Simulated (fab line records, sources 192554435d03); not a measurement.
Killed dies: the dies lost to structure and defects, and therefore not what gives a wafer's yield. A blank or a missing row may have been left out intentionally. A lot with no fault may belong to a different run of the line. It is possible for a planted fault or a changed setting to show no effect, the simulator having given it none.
Split-lot trial    flow n5-finfet    route with 1938 steps; 7 lots, 21 wafers read

## ON THE SPLIT
At N5_BEOL_M12_ILD_DEP_00 (deposits SiOC from DEMS/O2, target thk 658.92 nm, time 130.7 s), the setting time-s was moved away from the recipe's 130.7 s on 8 of the 21 wafers read, by -13.3% to +5.9%. This setting was run at the recipe's value on the other wafers.

Split to reading: the file shows no intervening step.

## THE READING
Values of M12_ILD_THK in nm from N5_BEOL_M12_THK_MEAS_01. A value of 658 nm with a standard deviation of 8.5 nm is what fault-free wafers of this fab line usually give.

wafer   tool, chamber at the split  time-s as run, s  against the recipe  M12_ILD_THK, nm  against lot-mates on the recipe
L076.1  pecvd-03, 1                 130.7             recipe              655              -
L076.2  pecvd-03, 2                 119.9             -8.3%               597              -58
L076.4  pecvd-03, 1                 119.9             -8.3%               604              -51
L083.1  pecvd-02, 0                 130.7             recipe              658              -
L083.3  pecvd-02, 1                 130.7             recipe              657              -
L083.4  pecvd-02, 0                 114.3             -12.5%              579              -78
L088.3  pecvd-04, 2                 138.4             +5.9%               682              +33
L088.5  pecvd-04, 0                 138.4             +5.9%               689              +40
L088.6  pecvd-04, 1                 130.7             recipe              649              -
L089.1  pecvd-04, 0                 130.7             recipe              645              -
L089.2  pecvd-04, 1                 130.7             recipe              656              -
L089.5  pecvd-04, 1                 130.7             recipe              666              -
L090.1  pecvd-03, 1                 130.7             recipe              653              -
L090.3  pecvd-03, 2                 130.7             recipe              649              -
L090.4  pecvd-03, 1                 130.7             recipe              665              -
L093.1  pecvd-03, 2                 115.2             -11.9%              575              -86
L093.3  pecvd-03, 1                 115.2             -11.9%              580              -81
L093.5  pecvd-03, 2                 130.7             recipe              661              -
L096.1  pecvd-02, 0                 130.7             recipe              654              -
L096.2  pecvd-02, 1                 113.3             -13.3%              567              -86
L096.3  pecvd-02, 2                 130.7             recipe              651              -

THE FIT
A straight line over all 21 wafers: M12_ILD_THK changes by +6.29 nm for each +1% of time-s; r = +0.99; the points scatter about the line by 5.8 nm.
The same after taking each lot's own level away (the mean of its wafers on the recipe; 21 wafers): +6.58 nm for each +1%; r = +0.99; scatter 5.2 nm.
The reading moves by 88 nm for the largest change in time-s, on that fit.
The span of the lots' own levels, 649.0 to 661.0 nm, comes to 1.4 times the standard deviation stated above.
Hence the lot-to-lot level has little effect on the slope; both slopes agree.
Check: with one of the wafers moved furthest among these (-13.3%) left out of the fit, the line predicts -88.8 nm for it against its lot-mates. Against them it came out at -85.5 nm.

## THE WHOLE CHAIN: every reading that the file lists as answering this split, in the file's order
step                     what it does                                                    reading                                                                              change (the file's fit)               r (the file's)
N5_BEOL_M12_ILD_DEP_00   deposits SiOC from DEMS/O2, target thk 658.92 nm, time 130.7 s  SiOC_of_BEOL_M12_ILD_DEP_00.thk-nm (the simulator's own value, which no gauge read)  +6.51 nm for each +1% of the setting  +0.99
N5_BEOL_M12_THK_MEAS_01                                                                  M12_ILD_THK                                                                          +6.53 for each +1% of the setting     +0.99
N5_BEOL_M12_VIA_ETCH_16  etches SiOC in C4F8/O2/Ar, target depth 724.8 nm                etch.depth-nm (the simulator's own value, which no gauge read)                       +6.52 nm for each +1% of the setting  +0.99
N5_BEOL_M12_VIA_ETCH_16  etches SiOC in C4F8/O2/Ar, target depth 724.8 nm                coat_of_BEOL_M12_COAT_04.thk-nm (the simulator's own value, which no gauge read)     -1.98 nm for each +1% of the setting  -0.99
N5_BEOL_M12_STRIP_63     strips in N2/H2                                                 strip-time-to-endpoint-s                                                             withheld for each +1% of the setting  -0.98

## THE FILE'S OWN FIT
M12_ILD_THK changes by +6.53 nm for each +1% of time-s, r = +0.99.
